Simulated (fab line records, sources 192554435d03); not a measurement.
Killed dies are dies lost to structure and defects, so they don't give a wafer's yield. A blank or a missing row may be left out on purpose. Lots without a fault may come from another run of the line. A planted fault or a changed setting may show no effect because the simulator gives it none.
Which tool did it? | flow n5_finfet | 9 lots, 27 wafers sampled, at 6 steps of a route of 1938

WHAT THE GAUGES READ, wafer by wafer
N5_BEOL_M4_THK_MEAS_01.
lot  | measured     | on            | M4_ILD_THK (nm)
L192 | day 7 19:07  | film_metro-01 | 78.9 79.1 78.6
L194 | day 8 07:51  | film_metro-01 | 78.3 79.8 80.1
L195 | day 8 10:43  | film_metro-02 | 80.9 80.7 79.8
L197 | day 8 23:01  | film_metro-01 | 110.8 78.4 113.2
L198 | day 9 09:01  | film_metro-01 | 79.1 78.6 113.0
L199 | day 9 10:55  | film_metro-01 | 78.3 80.1 80.1
L207 | day 11 10:16 | film_metro-01 | 80.0 79.3 80.8
L212 | day 13 01:19 | film_metro-01 | 77.9 79.1 79.1
L213 | day 13 01:23 | film_metro-02 | 79.9 79.1 79.9

N5_BEOL_M4_RC_MEAS_101.
lot  | measured     | on        | DIBL_N (mV/V)  | DIBL_P (mV/V)  | IOFF_N (nA/um)    | IOFF_P (nA/um) | ION_N (uA/um) | ION_P (uA/um) | SS_N (mV/dec)  | SS_P (mV/dec)  | VT_N (mV)         | VT_P (mV)
L192 | day 8 02:40  | prober-02 | 37.2 36.7 37.6 | 37.1 37.9 37.5 | 0.176 0.180 0.190 | 0.21 0.23 0.22 | 668 684 673   | 451 467 456   | 71.9 71.8 71.6 | 73.0 73.3 72.7 | 248.3 248.2 248.1 | -249 -249 -249
L194 | day 8 18:12  | prober-02 | 36.8 36.2 35.0 | 37.2 36.3 35.3 | 0.173 0.167 0.147 | 0.19 0.19 0.17 | 674 685 668   | 449 455 453   | 71.8 71.4 71.9 | 73.8 72.5 72.8 | 246.7 246.7 251.3 | -254 -254 -254
L195 | day 9 00:22  | prober-02 | 34.6 36.9 37.7 | 33.8 36.4 38.1 | 0.118 0.154 0.176 | 0.20 0.25 0.27 | 651 661 682   | 458 462 477   | 70.6 72.2 72.1 | 72.5 72.9 74.1 | 254.1 247.8 249.6 | -248 -247 -243
L197 | day 9 07:24  | prober-01 | 35.5           | 34.4           | 0.136             | 0.20           | 668           | 464           | 71.2           | 72.7           | 249.4             | -249
L198 | day 9 17:22  | prober-01 | 34.1 35.7      | 35.5 37.6      | 0.139 0.168       | 0.18 0.22      | 652 668       | 448 455       | 71.5 71.9      | 73.3 73.5      | 253.9 249.8       | -253 -252
L199 | day 9 20:26  | prober-02 | 36.0 35.0 36.5 | 36.8 35.7 37.7 | 0.169 0.145 0.174 | 0.23 0.21 0.26 | 665 666 680   | 461 457 475   | 72.1 71.0 71.9 | 73.5 73.2 73.9 | 248.2 248.0 247.9 | -247 -249 -244
L207 | day 11 21:12 | prober-02 | 37.7 35.0 35.7 | 35.9 33.7 33.7 | 0.174 0.124 0.138 | 0.21 0.17 0.17 | 663 661 653   | 451 455 448   | 72.5 71.4 71.8 | 73.4 73.3 72.7 | 252.2 254.1 252.6 | -249 -250 -256
L212 | day 13 15:14 | prober-02 | 35.1 36.0 35.1 | 34.8 35.2 35.0 | 0.137 0.146 0.142 | 0.19 0.20 0.20 | 665 666 662   | 460 455 456   | 70.9 71.1 70.9 | 73.0 72.9 72.6 | 250.8 251.1 248.0 | -250 -250 -248
L213 | day 13 12:08 | prober-02 | 35.3 34.5 35.9 | 31.4 30.9 32.4 | 0.130 0.117 0.137 | 0.15 0.14 0.16 | 674 669 660   | 453 450 446   | 71.3 70.8 70.6 | 72.9 72.6 72.0 | 250.6 251.5 250.8 | -258 -257 -255

WHICH TOOL RAN EACH LOT (tool, then ch and the chambers of the sampled wafers, then the start)
lot  | N5_BEOL_M3_SPUTTER_88        | N5_BEOL_M3_SPUTTER_94        | N5_BEOL_M3_ANNEAL_51             | N5_BEOL_M4_ILD_DEP_00
L192 | pvd_sputter-03, day 7 17:03  | pvd_sputter-03, day 7 17:43  | rtp_anneal-01 ch 0, day 7 18:08  | pecvd-02 ch 0,1,2, day 7 19:02
L194 | pvd_sputter-02, day 8 05:46  | pvd_sputter-02, day 8 06:25  | rtp_anneal-02 ch 0, day 8 06:56  | pecvd-01 ch 0,1,2, day 8 07:47
L195 | pvd_sputter-02, day 8 08:40  | pvd_sputter-02, day 8 09:19  | rtp_anneal-02 ch 0, day 8 09:52  | pecvd-01 ch 0,1,2, day 8 10:40
L197 | pvd_sputter-03, day 8 20:56  | pvd_sputter-03, day 8 21:35  | rtp_anneal-01 ch 0, day 8 22:01  | pecvd-01 ch 0,2, day 8 22:56
L198 | pvd_sputter-02, day 9 06:55  | pvd_sputter-02, day 9 07:35  | rtp_anneal-01 ch 0, day 9 08:02  | pecvd-01 ch 0,1,2, day 9 08:57
L199 | pvd_sputter-02, day 9 08:46  | pvd_sputter-02, day 9 09:25  | rtp_anneal-02 ch 0, day 9 09:53  | pecvd-02 ch 0,1,2, day 9 10:51
L207 | pvd_sputter-03, day 11 08:11 | pvd_sputter-03, day 11 08:51 | rtp_anneal-01 ch 0, day 11 09:20 | pecvd-03 ch 1,2, day 11 10:11
L212 | pvd_sputter-03, day 12 23:05 | pvd_sputter-03, day 12 23:45 | rtp_anneal-01 ch 0, day 13 00:13 | pecvd-01 ch 0,2, day 13 01:14
L213 | pvd_sputter-01, day 12 23:16 | pvd_sputter-01, day 12 23:55 | rtp_anneal-02 ch 0, day 13 00:20 | pecvd-02 ch 0,2, day 13 01:19
- N5_BEOL_M3_SPUTTER_88: material Cu, target thk 4.5 nm, time 8.29 s.
- N5_BEOL_M3_SPUTTER_94: material Cu, target thk 4.5 nm, time 8.29 s.
- N5_BEOL_M3_ANNEAL_51: time 90 s.
- N5_BEOL_M4_ILD_DEP_00: deposits SiOC from DEMS/O2, target thk 79 nm, time 15.3 s.

WHAT THE TOOLS THEMSELVES READ (means of the sampled wafers that have a number; where no wafer has one, the mark that the record gives instead)
N5_BEOL_M3_SPUTTER_88.
lot  | tool           | susceptor_temp_C (C) | throttle_valve_pct (%)
L192 | pvd_sputter-03 | -19.99               | 30.6
L194 | pvd_sputter-02 | -19.95               | 29.6
L195 | pvd_sputter-02 | -19.95               | 30.6
L197 | pvd_sputter-03 | -19.97               | 30.1
L198 | pvd_sputter-02 | -19.94               | 28.8
L199 | pvd_sputter-02 | -20.05               | 31.3
L207 | pvd_sputter-03 | -19.98               | 30.8
L212 | pvd_sputter-03 | -20.02               | 29.8
L213 | pvd_sputter-01 | -20.06               | 30.4

N5_BEOL_M3_SPUTTER_94.
lot  | tool           | susceptor_temp_C (C) | throttle_valve_pct (%)
L192 | pvd_sputter-03 | -20.00               | 30.6
L194 | pvd_sputter-02 | -19.99               | 29.6
L195 | pvd_sputter-02 | -19.90               | 30.4
L197 | pvd_sputter-03 | -19.87               | 30.2
L198 | pvd_sputter-02 | -20.09               | 28.8
L199 | pvd_sputter-02 | -19.97               | 31.1
L207 | pvd_sputter-03 | -19.95               | 30.8
L212 | pvd_sputter-03 | -20.00               | 29.8
L213 | pvd_sputter-01 | -19.99               | 30.4

N5_BEOL_M3_ANNEAL_51.
lot  | tool          | anneal_temp_c_max | wafer_temp_C_max
L192 | rtp_anneal-01 | 226.4             | 225.94
L194 | rtp_anneal-02 | 226.1             | 225.31
L195 | rtp_anneal-02 | 226.2             | 225.85
L197 | rtp_anneal-01 | 226.8             | 226.03
L198 | rtp_anneal-01 | 226.6             | 225.95
L199 | rtp_anneal-02 | 226.1             | 225.79
L207 | rtp_anneal-01 | 226.5             | 226.11
L212 | rtp_anneal-01 | 226.7             | 226.20
L213 | rtp_anneal-02 | 226.0             | 225.93

N5_BEOL_M4_ILD_DEP_00.
lot  | tool     | heater_power_w (W) | rf_fwd_power_W (W) | showerhead_plenum_p_Torr (Torr) | susceptor_temp_C (C) | throttle_valve_pct (%)
L192 | pecvd-02 | 529                | 490.3              | 5.699                           | 350.22               | 11.8
L194 | pecvd-01 | 451                | 491.8              | 5.693                           | 350.09               | 11.7
L195 | pecvd-01 | 432                | 490.6              | 5.680                           | 349.88               | 11.6
L197 | pecvd-01 | 432                | 492.3              | 5.685                           | 349.78               | 12.2
L198 | pecvd-01 | 380                | 491.7              | 5.684                           | 350.18               | 11.6
L199 | pecvd-02 | 525                | 492.3              | 5.689                           | 349.84               | 11.9
L207 | pecvd-03 | 420                | 494.3              | 5.688                           | 349.88               | 12.1
L212 | pecvd-01 | 434                | 491.0              | 5.700                           | 350.08               | 11.3
L213 | pecvd-02 | 527                | 489.8              | 5.709                           | 350.37               | 12.1

THE ANSWER, worked out from the rows above alone
Rule: what is usual is taken from the lots themselves. Put in order of their means at a reading, lots are off if they are a third of the lots or fewer, leave a main group of 4 or more, and stand apart from it by a gap of 3 or more times the standard deviation of the main group's means; of several such gaps the widest counts. A main group whose means are all the same, to the digits that the tables above print for the reading, isn't used. A lot without any number at a reading at which 4 lots or more have one is off too. The other lots that the step has rows for count as sound. The gauges are gone through in route order, then the tools' own readings, and for those a lot's mean is taken as printed above. The first step at which some lot is off is used, and at that step the reading that is off furthest; a lot without a number counts as furthest.
Off: L197, L198, at N5_BEOL_M4_THK_MEAS_01 (M4_ILD_THK). The main group: mean 79.5 nm, standard deviation 0.57.
A tool fits if, at a process step before that reading, it ran every lot that is off, and no sound lot after the first of them. The gauges at N5_BEOL_M4_THK_MEAS_01 are tried like those tools. None of those tried fits.

WHAT THE SIMULATOR HAD PUT IN
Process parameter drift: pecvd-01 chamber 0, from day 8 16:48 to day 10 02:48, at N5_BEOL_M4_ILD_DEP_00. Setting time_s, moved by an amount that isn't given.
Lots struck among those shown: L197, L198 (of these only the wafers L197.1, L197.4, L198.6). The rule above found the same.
